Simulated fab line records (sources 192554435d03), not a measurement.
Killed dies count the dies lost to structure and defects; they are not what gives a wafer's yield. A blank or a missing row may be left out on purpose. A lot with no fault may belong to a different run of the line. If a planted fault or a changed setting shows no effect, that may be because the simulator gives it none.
Matching of chambers | flow n5Finfet | N5_FIN_SAQP_PECVD_06 on pecvd-03: 3 sister chambers
The step deposits a-Si from SiH4/He, target thk 60 nm, time 48.1 s. 6 wafers are shown with their chamber, then 7 later ones without.

WAFERS PAIRED WITH THEIR CHAMBERS
wafer  | chamber | throttleValvePct (%) | showerheadPlenumPTorr (Torr)
L080.3 | 0       | 18.2                 | 5.76
L088.1 | 2       | 17.2                 | 5.68
L088.2 | 0       | 18.6                 | 5.76
L088.4 | 1       | 18.6                 | 5.68
L090.1 | 2       | 17.2                 | 5.68
L090.2 | 1       | 18.4                 | 5.70

WAFERS WITHOUT THEIR CHAMBER
wafer  | throttleValvePct (%) | showerheadPlenumPTorr (Torr)
L090.4 | 18.2                 | 5.70
L091.1 | 18.3                 | 5.74
L091.3 | 18.2                 | 5.67
L091.6 | 18.2                 | 5.74
L095.1 | 17.6                 | 5.67
L095.5 | 18.4                 | 5.72
L095.6 | 18.6                 | 5.68

WHICH CHAMBER EACH WENT THROUGH
wafer  | from the rows above     | in truth
L090.4 | 1                       | 1
L091.1 | 0                       | 0
L091.3 | 1                       | 1
L091.6 | 0                       | 0
L095.1 | 2                       | 2
L095.5 | can't be placed: 1 or 0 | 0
L095.6 | 1                       | 1
Correct placement for 6 of the 7. Can't be placed from these rows: 1 (the true chamber is among the candidates in 1). Wrongly placed: 0.
How it was worked out, from the rows above alone: a wafer's distance from a chamber is the root of the sum, over the readings, of the square of ((its reading less the chamber's mean) divided by the reading's scatter). If the next closest chamber is less than 2 further off than the closest, the wafer can't be placed; otherwise it belongs to the closest. A chamber's mean is the mean of its shown wafers. The scatter is the square root of a quotient: the sum, over the shown wafers, of each reading's squared deviation from its chamber's mean, divided by wafers minus chambers.
